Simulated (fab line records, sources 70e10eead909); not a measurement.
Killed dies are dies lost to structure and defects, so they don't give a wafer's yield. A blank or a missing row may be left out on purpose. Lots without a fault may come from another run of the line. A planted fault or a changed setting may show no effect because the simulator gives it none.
fab line records | flow nand_harc | part 1 of 2: steps 1 to 19 of 26
record lots=5 wafers=15 last_day=31
route steps=1302 shown A_CHANNEL_HOLE_D2@570
lots that met no fault: from a run of the same line without faults
start_h: hours from the record's first day to the start of the lot's first wafer shown | wait_h: hours since the lot's step before | " the same as in the row above | L1.1+2: a row that stands for several wafers | - no value, or no start given | * or withheld: withheld | < > ~ a bound
route shown NAME@n: a module of which the file shows steps, and the number in the route of the first | usual: mean/standard deviation of fault-free wafers | same: alike in all rows | chamber/n: place in a boat | sites: the reading at each site | _std_site: their standard deviation | _edge_site: outer sites' mean less inner sites' | radius_mm: how far each site lies from the wafer's centre | mask NAME#n: copy n | behind: the tool/chamber that last shaped the wafer | hold: why the lot was held/for how many hours/how that ended | device: the transistor (n, p or np) that didn't switch | end of line: the same wafers' tests at the end of the route | a step without rows: its recipe alone | killed: dies lost to structure and defects at the first sort, not the wafer's yield | map: a wafer's dies, x killed, . not, _ none there
set.NAME: the setting as run; set.NAME@STEP: as run at that earlier step | model.NAME: the simulator's own value behind a step, which no gauge read
lots at some steps of the route; a table a step, a row a wafer
services: from which hour (start_h, from the record's first day; less than 0 if before it) a tool's chamber was out of use, for how many hours, and why
## steps
# step NHARC_A_CHANNEL_HOLE_D2_DEP_00
# recipe target_thk_a=31000 temp_c=400 material=aC
# usual throttle_valve_pct=35.001/0.0086
# columns lot.wafer tool chamber start_h wait_h throttle_valve_pct
L078.3 acl_dep-03 0 321.51 2.3 34.977
L078.5 " 0 " " 35.006
L078.6 " 0 " " 34.993
L080.1 acl_dep-02 0 356.04 2.6 35.004
L080.2 " 0 " " 35.010
L080.4 " 0 " " 35.002
L082.1 acl_dep-01 0 382.83 4.2 35.020
L082.2 " 0 " " 34.993
L082.3 " 0 " " 35.005
L088.1 acl_dep-03 0 445.99 0.1 35.011
L088.3 " 0 " " 35.003
L088.6 " 0 " " 35.004
L090.4 acl_dep-01 0 456.79 1.0 34.999
L090.5 " 0 " " 35.009
L090.6 " 0 " " 34.992
# step NHARC_A_CHANNEL_HOLE_D2_DEP_01
# recipe target_thk_a=1400 target_thk_nm=140 temp_c=400 pressure_torr=3.5 flow_sccm=200 rf_w=350 material=SiON
# usual heater_power_outer_w=484/86 heater_power_w=778/120 rf_fwd_power_W=348.7/1.1
# columns lot.wafer tool chamber start_h wait_h heater_power_outer_w heater_power_w rf_fwd_power_W
L078.3 pecvd-03 1 322.83 1.0 503 760 347.3
L078.6 " 0 " " 680 1041 349.5
L078.5 " 2 " " 444 717 350.1
L080.1 pecvd-01 1 357.96 1.6 368 577 349.2
L080.2 " 2 " " 427 735 349.2
L080.4 " 2 " " 448 756 349.9
L082.3 pecvd-01 2 384.73 1.0 437 741 348.7
L082.2 " 0 " " 510 878 347.9
L082.1 " 1 " " 347 538 348.7
L088.1 pecvd-02 0 447.95 1.6 385 692 348.7
L088.3 " 2 " " 573 837 350.7
L088.6 " 1 " " 397 655 347.6
L090.5 pecvd-02 0 457.83 0.4 433 730 347.5
L090.6 " 1 " " 361 625 350.0
L090.4 " 2 " " 567 854 348.7
# step NHARC_A_CHANNEL_HOLE_D2_DEHYDRATE_02
# recipe temp_c=150 time_s=120
# usual resist_line_temp_C=22.98/0.11
# columns lot.wafer tool chamber start_h wait_h resist_line_temp_C
L078.3 litho_track-04 0 323.10 0.2 22.87
L078.5 " 0 " " 22.88
L078.6 " 0 " " 23.01
L080.1 litho_track-01 0 358.21 0.2 23.03
L080.2 " 0 " " 22.97
L080.4 " 0 " " 22.88
L082.1 litho_track-01 0 384.99 0.2 22.98
L082.2 " 0 " " 23.05
L082.3 " 0 " " 23.03
L088.1 litho_track-01 0 448.23 0.2 23.03
L088.3 " 0 " " 22.98
L088.6 " 0 " " 22.99
L090.4 litho_track-06 0 458.02 0.1 22.93
L090.5 " 0 " " 22.87
L090.6 " 0 " " 23.00
# step NHARC_A_CHANNEL_HOLE_D2_HMDS_03
# recipe time_s=30
# usual resist_line_temp_C=22.96/0.091
# columns lot.wafer tool chamber start_h wait_h resist_line_temp_C
L078.3 litho_track-04 0 - - 23.01
L078.5 " 0 " " 22.87
L078.6 " 0 " " 22.85
L080.1 litho_track-01 0 - - 22.99
L080.2 " 0 " " 23.04
L080.4 " 0 " " 22.97
L082.1 litho_track-01 0 - - 22.97
L082.2 " 0 " " 22.89
L082.3 " 0 " " 23.00
L088.1 litho_track-01 0 - - 23.04
L088.3 " 0 " " 22.88
L088.6 " 0 " " 22.90
L090.4 litho_track-06 0 - - 22.90
L090.5 " 0 " " 22.97
L090.6 " 0 " " 23.04
# step NHARC_A_CHANNEL_HOLE_D2_COAT_36
# recipe temp_c=260 time_s=75
# usual resist_line_temp_C=22.99/0.11
# columns lot.wafer tool chamber start_h wait_h resist_line_temp_C
L078.3 litho_track-04 0 - - 23.17
L078.5 " 0 " " 23.18
L078.6 " 0 " " 23.12
L080.1 litho_track-01 0 - - 22.96
L080.2 " 0 " " 23.04
L080.4 " 0 " " 23.22
L082.1 litho_track-01 0 - - 23.11
L082.2 " 0 " " 23.15
L082.3 " 0 " " 23.21
L088.1 litho_track-01 0 - - 23.00
L088.3 " 0 " " 22.93
L088.6 " 0 " " 22.91
L090.4 litho_track-06 0 - - 22.88
L090.5 " 0 " " 22.77
L090.6 " 0 " " 22.72
# step NHARC_A_CHANNEL_HOLE_D2_COAT_37
# recipe temp_c=225 time_s=65
# usual resist_line_temp_C=23.00/0.097
# columns lot.wafer tool chamber start_h wait_h resist_line_temp_C
L078.3 litho_track-04 0 - - 23.17
L078.5 " 0 " " 23.01
L078.6 " 0 " " 22.92
L080.1 litho_track-01 0 - - 22.96
L080.2 " 0 " " 22.99
L080.4 " 0 " " 22.95
L082.1 litho_track-01 0 - - 23.01
L082.2 " 0 " " 22.89
L082.3 " 0 " " 22.88
L088.1 litho_track-01 0 - - 23.03
L088.3 " 0 " " 22.92
L088.6 " 0 " " 23.14
L090.4 litho_track-06 0 - - 23.11
L090.5 " 0 " " 23.02
L090.6 " 0 " " 23.16
# step NHARC_A_CHANNEL_HOLE_D2_COAT_04
# recipe spin_rpm=1500 resist_thk_nm=90
# usual resist_line_temp_C=23.02/0.11
# columns lot.wafer tool chamber start_h wait_h resist_line_temp_C
L078.3 litho_track-04 0 - - 23.02
L078.5 " 0 " " 22.93
L078.6 " 0 " " 23.12
L080.1 litho_track-01 0 - - 23.11
L080.2 " 0 " " 22.93
L080.4 " 0 " " 23.02
L082.1 litho_track-01 0 - - 23.12
L082.2 " 0 " " 23.06
L082.3 " 0 " " 23.17
L088.1 litho_track-01 0 - - 22.97
L088.3 " 0 " " 22.99
L088.6 " 0 " " 22.90
L090.4 litho_track-06 0 - - 22.90
L090.5 " 0 " " 23.12
L090.6 " 0 " " 22.96
# step NHARC_A_CHANNEL_HOLE_D2_SOFTBAKE_05
# recipe temp_c=105 time_s=55
# usual resist_line_temp_C=23.00/0.1
# columns lot.wafer tool chamber start_h wait_h resist_line_temp_C
L078.3 litho_track-04 0 - - 22.99
L078.5 " 0 " " 22.98
L078.6 " 0 " " 23.09
L080.1 litho_track-01 0 - - 22.98
L080.2 " 0 " " 22.95
L080.4 " 0 " " 22.95
L082.1 litho_track-01 0 - - 22.92
L082.2 " 0 " " 22.99
L082.3 " 0 " " 23.12
L088.1 litho_track-01 0 - - 22.91
L088.3 " 0 " " 22.81
L088.6 " 0 " " 23.11
L090.4 litho_track-06 0 - - 23.03
L090.5 " 0 " " 22.89
L090.6 " 0 " " 22.91
# step NHARC_A_CHANNEL_HOLE_D2_EBR_06
# usual resist_line_temp_C=23.00/0.092
# columns lot.wafer tool chamber start_h wait_h resist_line_temp_C
L078.3 litho_track-04 0 - - 23.00
L078.5 " 0 " " 22.99
L078.6 " 0 " " 22.93
L080.1 litho_track-01 0 - - 23.12
L080.2 " 0 " " 23.04
L080.4 " 0 " " 22.97
L082.1 litho_track-01 0 - - 23.08
L082.2 " 0 " " 23.25
L082.3 " 0 " " 23.08
L088.1 litho_track-01 0 - - 22.92
L088.3 " 0 " " 22.93
L088.6 " 0 " " 23.01
L090.4 litho_track-06 0 - - 22.86
L090.5 " 0 " " 23.01
L090.6 " 0 " " 22.98
# step NHARC_A_CHANNEL_HOLE_D2_EXPOSE_07
# recipe na=1.35 target_cd_nm=100 sigma_outer=0.3 dose_mj=59.65 mask_id=HOLE_D2
# usual focus_offset_nm=0.0/0.48
# same sigma_outer=0.3
# columns lot.wafer tool chamber start_h wait_h mask focus_offset_nm
L078.3 arfi_scanner-01 0 323.29 - HOLE_D2#0 0.4
L078.5 " 0 " " HOLE_D2#0 -0.6
L078.6 " 0 " " HOLE_D2#0 -0.2
L080.1 arfi_scanner-01 0 358.39 - HOLE_D2#0 0.5
L080.2 " 0 " " HOLE_D2#0 0.4
L080.4 " 0 " " HOLE_D2#0 -0.2
L082.1 arfi_scanner-02 0 385.30 - HOLE_D2#0 0.7
L082.2 " 0 " " HOLE_D2#0 0.4
L082.3 " 0 " " HOLE_D2#0 0.5
L088.1 arfi_scanner-02 0 448.54 - HOLE_D2#0 -0.3
L088.3 " 0 " " HOLE_D2#0 -0.8
L088.6 " 0 " " HOLE_D2#0 -0.8
L090.4 arfi_scanner-03 0 458.34 - HOLE_D2#0 0.7
L090.5 " 0 " " HOLE_D2#0 0.2
L090.6 " 0 " " HOLE_D2#0 0.0
# step NHARC_A_CHANNEL_HOLE_D2_PEB_08
# recipe peb_temp_c=100 peb_time_s=65
# usual resist_line_temp_C=23.01/0.11
# columns lot.wafer tool chamber start_h wait_h resist_line_temp_C
L078.3 litho_track-06 0 323.34 0.0 22.94
L078.5 " 0 " " 23.12
L078.6 " 0 " " 23.08
L080.1 litho_track-04 0 358.45 0.1 23.05
L080.2 " 0 " " 22.92
L080.4 " 0 " " 22.91
L082.1 litho_track-06 0 385.37 0.1 23.06
L082.2 " 0 " " 23.13
L082.3 " 0 " " 22.94
L088.1 litho_track-06 0 448.60 0.1 22.81
L088.3 " 0 " " 22.99
L088.6 " 0 " " 22.97
L090.4 litho_track-06 0 458.39 0.0 23.01
L090.5 " 0 " " 23.23
L090.6 " 0 " " 23.15
# step NHARC_A_CHANNEL_HOLE_D2_DEVELOP_09
# recipe develop_time_s=35 dev_temp_c=23
# usual resist_line_temp_C=23.01/0.11
# columns lot.wafer tool chamber start_h wait_h resist_line_temp_C
L078.3 litho_track-06 0 - - 22.90
L078.5 " 0 " " 23.03
L078.6 " 0 " " 23.05
L080.1 litho_track-04 0 - - 22.93
L080.2 " 0 " " 22.94
L080.4 " 0 " " 22.88
L082.1 litho_track-06 0 - - 22.99
L082.2 " 0 " " 22.94
L082.3 " 0 " " 22.94
L088.1 litho_track-06 0 - - 23.07
L088.3 " 0 " " 23.00
L088.6 " 0 " " 23.01
L090.4 litho_track-06 0 - - 23.12
L090.5 " 0 " " 23.24
L090.6 " 0 " " 23.10
# step NHARC_A_CHANNEL_HOLE_D2_CD_MEAS_10
# recipe target_cd_nm=100 landing_energy_ev=500
# usual cd_nm=100.1/0.39
# columns lot.wafer tool chamber start_h wait_h cd_nm
L078.3 cd_sem-02 0 323.42 - 100.2
L078.5 " 0 " " 99.9
L078.6 " 0 " " 99.8
L080.1 cd_sem-02 0 358.53 - 100.1
L080.2 " 0 " " 100.3
L080.4 " 0 " " 100.4
L082.1 cd_sem-03 0 385.44 - 100.2
L082.2 " 0 " " 100.5
L082.3 " 0 " " 100.0
L088.1 cd_sem-02 0 448.68 - 99.2
L088.3 " 0 " " 99.8
L088.6 " 0 " " 99.7
L090.4 cd_sem-01 0 458.47 - 100.2
L090.5 " 0 " " 100.0
L090.6 " 0 " " 100.1
# step NHARC_A_CHANNEL_HOLE_D2_OVL_MEAS_11
# usual overlay_x_nm=-0.1/0.86 overlay_y_nm=0.0/0.84
# columns lot.wafer tool chamber start_h wait_h overlay_x_nm overlay_y_nm
L078.3 overlay-02 - 323.51 - -0.1 0.6
L078.5 " - " " -0.1 1.7
L078.6 " - " " -0.3 1.1
L080.1 overlay-01 - 358.62 - 0.9 -0.1
L080.2 " - " " 0.9 -0.1
L080.4 " - " " 1.7 -0.4
L082.1 overlay-01 - 385.53 - -0.2 -0.5
L082.2 " - " " 0.2 -0.7
L082.3 " - " " -0.2 -0.8
L088.1 overlay-01 - 448.76 - -1.4 -0.3
L088.3 " - " " -1.6 0.0
L088.6 " - " " -1.5 -0.2
L090.4 overlay-02 - 458.55 - 0.3 -1.3
L090.5 " - " " -0.1 -0.7
L090.6 " - " " 0.2 -0.6
# step NHARC_A_CHANNEL_HOLE_D2_INSPECT_12
# usual raw_defect_count=31/22
# columns lot.wafer tool chamber start_h wait_h raw_defect_count
L078.3 defect_inspect-02 - 323.54 0.0 5
L078.5 " - " " 7
L078.6 " - " " 11
L080.1 defect_inspect-01 - 358.65 0.0 5
L080.2 " - " " 8
L080.4 " - " " 6
L082.1 defect_inspect-02 - 385.57 0.0 45
L082.2 " - " " 54
L082.3 " - " " 56
L088.1 defect_inspect-01 - 448.80 0.0 63
L088.3 " - " " 72
L088.6 " - " " 50
L090.4 defect_inspect-01 - 458.59 0.0 12
L090.5 " - " " 10
L090.6 " - " " 21
# step NHARC_A_CHANNEL_HOLE_D2_DESCUM_15
# recipe time_s=3 o2_flow_sccm=200 ar_flow_sccm=0 bias_power_w=0 chemistry=O2
# usual drypump_motor_current_A=5.6/0.49 oes_product_au=0.998/0.0079 rf_vpp_V=57.8/0.81 showerhead_plenum_p_Torr=1.92/0.058 throttle_valve_pct=11.310/0.0088
# columns lot.wafer tool chamber start_h wait_h drypump_motor_current_A oes_product_au rf_hours_counter_h rf_vpp_V showerhead_plenum_p_Torr throttle_valve_pct
L078.3 rie_diel-13 0 323.61 0.1 5.6 1.005 8.7 58.5 1.85 11.323
L078.5 " 3 " " 5.9 0.985 - 59.0 1.90 11.315
L078.6 " 0 " " 5.6 0.993 - 56.9 1.85 11.319
L080.2 rie_diel-08 3 358.72 0.1 5.7 0.995 8.8 56.9 1.98 11.322
L080.1 " 2 " " 5.3 0.999 7.5 58.5 1.91 11.313
L080.4 " 1 " " 5.1 1.000 - 57.9 1.87 11.311
L082.3 rie_diel-08 0 385.64 0.1 6.0 1.003 0.1 58.4 1.90 11.301
L082.1 " 1 " " 5.1 1.005 0.1 57.4 1.87 11.315
L082.2 " 2 " " 5.2 0.993 0.1 57.1 1.91 11.304
L088.1 rie_diel-08 3 448.86 0.1 5.7 1.006 3.6 57.8 1.98 11.322
L088.3 " 0 " " 6.0 1.002 2.1 57.6 1.90 11.295
L088.6 " 3 " " 5.7 1.005 - 57.1 1.97 11.316
L090.4 rie_diel-13 1 458.65 0.1 6.7 0.990 6.6 57.7 1.98 11.321
L090.6 " 1 " " 6.6 1.005 - 60.2 1.98 11.317
L090.5 " 2 " " 5.5 1.010 - 56.7 1.83 11.315
# step NHARC_A_CHANNEL_HOLE_D2_ETCH_38
# recipe target_depth_a=390 over_etch_frac=0.3 time_s=65 ion_energy_ev=80 cf4_flow_sccm=150 ar_flow_sccm=0 rf_w=300 bias_w=100 chemistry=CF4
# usual drypump_motor_current_A=5.6/0.47 oes_product_au=0.997/0.008 rf_fwd_power_W=297.1/1.3 rf_vpp_V=151.3/1 showerhead_plenum_p_Torr=1.77/0.05 throttle_valve_pct=13.284/0.0087
# columns lot.wafer tool chamber start_h wait_h drypump_motor_current_A oes_product_au rf_fwd_power_W rf_hours_counter_h rf_vpp_V showerhead_plenum_p_Torr throttle_valve_pct
L078.3 rie_diel-13 2 323.69 0.1 5.5 1.014 295.7 8.5 150.8 1.70 13.278
L078.6 " 2 " " 5.5 1.003 296.9 - 150.0 1.70 13.273
L078.5 " 3 " " 5.9 1.004 297.6 - 152.3 1.76 13.276
L080.2 rie_diel-08 3 358.83 0.1 5.7 0.998 296.6 8.8 151.7 1.82 13.290
L080.1 " 1 " " 5.1 1.009 298.6 7.3 150.8 1.73 13.274
L080.4 " 1 " " 5.1 0.985 299.5 - 151.4 1.73 13.285
L082.2 rie_diel-08 2 385.72 0.1 5.2 0.982 296.8 0.1 152.0 1.76 13.272
L082.1 " 3 " " 5.7 0.987 296.8 0.1 152.0 1.82 13.282
L082.3 " 1 " " 5.1 1.001 297.8 0.1 151.6 1.73 13.276
L088.1 rie_diel-08 3 448.95 0.1 5.6 1.001 296.8 3.6 153.0 1.82 13.278
L088.3 " 1 " " 5.1 0.996 299.5 4.3 151.1 1.73 13.295
L088.6 " 3 " " 5.7 1.011 295.8 - 152.6 1.82 13.270
L090.4 rie_diel-13 1 458.74 0.1 6.6 1.000 297.7 6.6 152.1 1.83 13.294
L090.5 " 0 " " 5.6 0.994 295.7 - 149.1 1.71 13.283
L090.6 " 1 " " 6.6 0.994 298.8 - 151.8 1.83 13.292
# step NHARC_A_CHANNEL_HOLE_D2_ETCH_39
# recipe target_depth_a=2600 over_etch_frac=0.3 time_s=325 ion_energy_ev=200 n2_flow_sccm=150 h2_flow_sccm=150 ar_flow_sccm=0 rf_w=400 bias_w=150 chemistry=N2/H2
# usual drypump_motor_current_A=5.6/0.46 n2_flow_sccm=149.9/0.45 oes_product_au=0.997/0.0088 rf_fwd_power_W=398.9/1.2 rf_vpp_V=430.6/2 showerhead_plenum_p_Torr=2.04/0.063 throttle_valve_pct=14.171/0.0098
# columns lot.wafer tool chamber start_h wait_h drypump_motor_current_A n2_flow_sccm oes_product_au rf_fwd_power_W rf_hours_counter_h rf_vpp_V showerhead_plenum_p_Torr throttle_valve_pct
L078.3 rie_diel-13 1 - - 6.6 150.3 0.995 400.3 8 432.1 2.12 14.160
L078.6 " 0 " " 5.6 150.4 0.993 396.9 - 429.5 1.97 14.173
L078.5 " 1 " " 6.6 150.5 0.983 401.6 - 433.7 2.12 14.167
L080.1 rie_diel-08 1 - - 5.1 150.1 1.001 400.5 7 428.6 1.99 14.165
L080.2 " 2 " " 5.2 149.9 0.992 398.0 8 430.0 2.03 14.177
L080.4 " 1 " " 5.1 151.0 1.005 399.2 - 428.1 1.99 14.164
L082.3 rie_diel-08 3 - - 5.7 150.0 0.992 399.0 0 432.6 2.11 14.172
L082.2 " 0 " " 6.0 149.5 0.997 397.3 0 430.6 2.02 14.164
L082.1 " 1 " " 5.1 149.0 0.996 400.5 0 429.6 1.99 14.160
L088.1 rie_diel-08 2 - - 5.3 149.2 0.980 397.6 4 431.1 2.03 14.182
L088.3 " 1 " " 5.1 150.8 0.991 398.7 4 429.0 1.99 14.177
L088.6 " 2 " " 5.3 149.1 0.985 398.3 - 429.9 2.03 14.155
L090.4 rie_diel-13 1 - - 6.6 149.3 0.998 399.3 7 433.2 2.12 14.179
L090.5 " 3 " " 5.9 149.5 0.983 398.4 - 430.4 2.02 14.189
L090.6 " 0 " " 5.6 150.1 1.003 398.9 - 429.0 1.97 14.190
# step NHARC_A_CHANNEL_HOLE_D2_ETCH_34
# recipe target_depth_a=1540 time_s=77 cf4_flow_sccm=100 chf3_flow_sccm=30 ar_flow_sccm=0 rf_w=500 bias_w=200 chemistry=CF4/CHF3
# usual drypump_motor_current_A=5.6/0.47 oes_product_au=0.957/0.019 rf_fwd_power_W=495.5/1.9 rf_vpp_V=370.6/1.6 showerhead_plenum_p_Torr=1.57/0.045 throttle_valve_pct=16.802/0.009
# columns lot.wafer tool chamber start_h wait_h drypump_motor_current_A oes_product_au rf_fwd_power_W rf_hours_counter_h rf_vpp_V showerhead_plenum_p_Torr throttle_valve_pct
L078.3 rie_diel-13 3 - - 5.9 0.916 496.4 9 369.6 1.57 16.801
L078.6 " 1 " " 6.6 0.917 495.1 - 372.1 1.63 16.799
L078.5 " 2 " " 5.5 0.939 494.6 - 369.0 1.51 16.786
L080.2 rie_diel-08 2 - - 5.3 0.921 494.9 8 371.5 1.57 16.805
L080.1 " 3 " " 5.7 0.920 496.2 9 372.9 1.62 16.797
L080.4 " 2 " " 5.2 0.922 495.7 - 372.0 1.57 16.814
L082.3 rie_diel-08 0 - - 6.0 0.959 492.3 0 370.9 1.56 16.812
L082.1 " 1 " " 5.1 0.972 494.7 0 370.1 1.54 16.782
L082.2 " 2 " " 5.3 0.957 495.2 0 369.7 1.57 16.794
L088.1 rie_diel-08 3 - - 5.7 0.969 495.9 4 371.2 1.62 16.797
L088.3 " 1 " " 5.1 0.979 496.7 4 370.3 1.54 16.800
L088.6 " 3 " " 5.7 0.973 492.2 - 371.3 1.62 16.806
L090.4 rie_diel-13 1 - - 6.6 0.958 496.9 7 373.4 1.63 16.803
L090.5 " 0 " " 5.6 0.978 494.3 - 369.6 1.52 16.803
L090.6 " 1 " " 6.7 0.957 498.4 - 373.1 1.63 16.812
